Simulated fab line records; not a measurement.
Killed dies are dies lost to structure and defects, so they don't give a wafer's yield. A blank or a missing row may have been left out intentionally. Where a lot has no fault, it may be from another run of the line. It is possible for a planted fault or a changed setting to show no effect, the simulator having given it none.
3 desks, one fault :: flow n5 finfet :: what lay behind the numbers comes last; until then each desk has only its own
Where a reading is given only as a bound, like >300, the bound stands for it, and a mean or a difference that rests on one is marked > or <: the true number lies beyond.

## TOOL OWNER'S DESK, rie si-04
The tool's own readings at N5_DUMMY_GATE_TRIM_49 (chemistry O2, time 29 s, target cd 14 nm): means of the sampled wafers that have a number, for each lot that ran on this tool. The brackets show how far a lot's mean lies from the usual mean; more than 4 standard deviations puts the lot out of limits, marked OUT.
Columns: A = drypump motor current A at N5_DUMMY_GATE_TRIM_49, usual 5.7 A; B = oes product au at N5_DUMMY_GATE_TRIM_49, usual 0.996 a.u.; C = throttle valve pct at N5_DUMMY_GATE_TRIM_49, usual 8.19 %
lot: L299
first seen here: day 4 01:24
A: 5.7
B: 1.006
C: 8.22

lot: L304
first seen here: day 5 05:52
A: 5.8
B: 0.990
C: 8.13

lot: L309
first seen here: day 6 14:22
A: 5.6
B: 1.009
C: 8.26

lot: L310
first seen here: day 7 00:29
A: 5.7
B: 0.969
C: 8.06
This desk's verdict: no lot among the 4 shows anything out of limits.

## THE DEFECT DESK
Inspection counts along the route, by lot: the mean over sampled wafers that carry a number. The brackets show how far a lot's mean lies from the usual mean; more than 4 standard deviations puts the lot out of limits, marked OUT.
Columns: A = raw defect count at N5_DUMMY_GATE_INSPECT_27, usual 311; B = raw defect count at N5_SPACER0_INSPECT_04, usual 138; C = raw defect count at N5_SD_EPI_N_INSPECT_11, usual 2.1; D = raw defect count at N5_SD_EPI_N_INSPECT_26, usual 208
lot: L299
first seen here: day 4 02:35
A: 254
B: 131
C: 2.0
D: 191

lot: L303
first seen here: day 5 00:34
A: 365
B: 152
C: 2.3
D: 215

lot: L304
first seen here: day 5 06:47
A: 362
B: 155
C: 1.3
D: 233

lot: L309
first seen here: day 6 15:22
A: 540
B: 314 (+5.5) OUT
C: >101 (>+66) OUT
D: 356

lot: L310
first seen here: day 7 01:26
A: 331
B: 230
C: >101 (>+66) OUT
D: 267

lot: L314
first seen here: day 7 18:48
A: 298
B: 134
C: 1.3
D: 197

lot: L316
first seen here: day 8 05:04
A: 250
B: 109
C: 0.3
D: 186

lot: L317
first seen here: day 8 11:34
A: 291
B: 147
C: 1.7
D: 198
This desk finds L309, L310 out of limits, L309 being first, at day 6 15:59 (raw defect count at N5_SPACER0_INSPECT_04). L299, L303, L304, L314, L316, L317: within limits.

## FROM THE METROLOGY DESK
What the gauges read, lot by lot, whatever tool the lot ran on: means of the sampled wafers that have a number. The brackets show how far a lot's mean lies from the usual mean; more than 4 standard deviations puts the lot out of limits, marked OUT. 7 of its 11 readings are shown, namely those furthest out on some lot.
Columns: A = DIBL_N at N5_BEOL_M4_RC_MEAS_101, usual 36.2 mV/V; B = DIBL_P at N5_BEOL_M4_RC_MEAS_101, usual 36.2 mV/V; C = IOFF_N at N5_BEOL_M4_RC_MEAS_101, usual 0.16 nA/um; D = IOFF_P at N5_BEOL_M4_RC_MEAS_101, usual 0.21 nA/um; E = ION_P at N5_BEOL_M4_RC_MEAS_101, usual 463 uA/um; F = SS_P at N5_BEOL_M4_RC_MEAS_101, usual 73.1 mV/dec; G = VT_P at N5_BEOL_M4_RC_MEAS_101, usual -250 mV
lot: L299
first seen here: day 4 02:10
A: 37.6
B: 36.7
C: 0.14
D: 0.18
E: 449
F: 73.7
G: -257

lot: L303
first seen here: day 5 00:12
A: 35.4
B: 36.9
C: 0.14
D: 0.18
E: 454
F: 72.3
G: -253

lot: L304
first seen here: day 5 06:30
A: 39.5
B: 40.2
C: 0.23
D: 0.24
E: 463
F: 74.8
G: -249

lot: L309
first seen here: day 6 15:05
A: 37.7
B: 36.8
C: 0.18
D: 0.27
E: 471
F: 74.0
G: -246

lot: L310
first seen here: day 7 01:08
A: 35.4
B: 37.3
C: 0.17
D: 0.20
E: 465
F: 73.3
G: -252

lot: L314
first seen here: day 7 18:24
A: 35.5
B: 34.9
C: 0.15
D: 0.20
E: 465
F: 73.1
G: -249

lot: L316
first seen here: day 8 04:47
A: 37.4
B: 36.8
C: 0.17
D: 0.23
E: 465
F: 72.8
G: -250

lot: L317
first seen here: day 8 11:17
A: 34.4
B: 34.0
C: 0.12
D: 0.20
E: 461
F: 72.8
G: -250
This desk's verdict: no lot among the 8 shows anything out of limits.

## BROUGHT TOGETHER
The defect desk could have raised an alarm at day 6 15:59, on L309, L310.
Nothing out of limits was seen by the tool owner's desk.
Metrology desk: nothing out of limits seen.
The tool owner's desk has L309, L310 on record, within its limits.
The metrology desk has L309, L310 on record, within its limits.
N5_DUMMY_GATE_TRIM_49 was run on rie si-04 by each of the lots named.

## WHAT WAS PUT IN BY THE SIMULATOR
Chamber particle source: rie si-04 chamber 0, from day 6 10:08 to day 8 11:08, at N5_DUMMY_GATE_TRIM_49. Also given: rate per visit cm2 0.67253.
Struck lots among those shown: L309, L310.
Hours from the fault's start to each desk's first reading out of limits: the defect desk, 6.
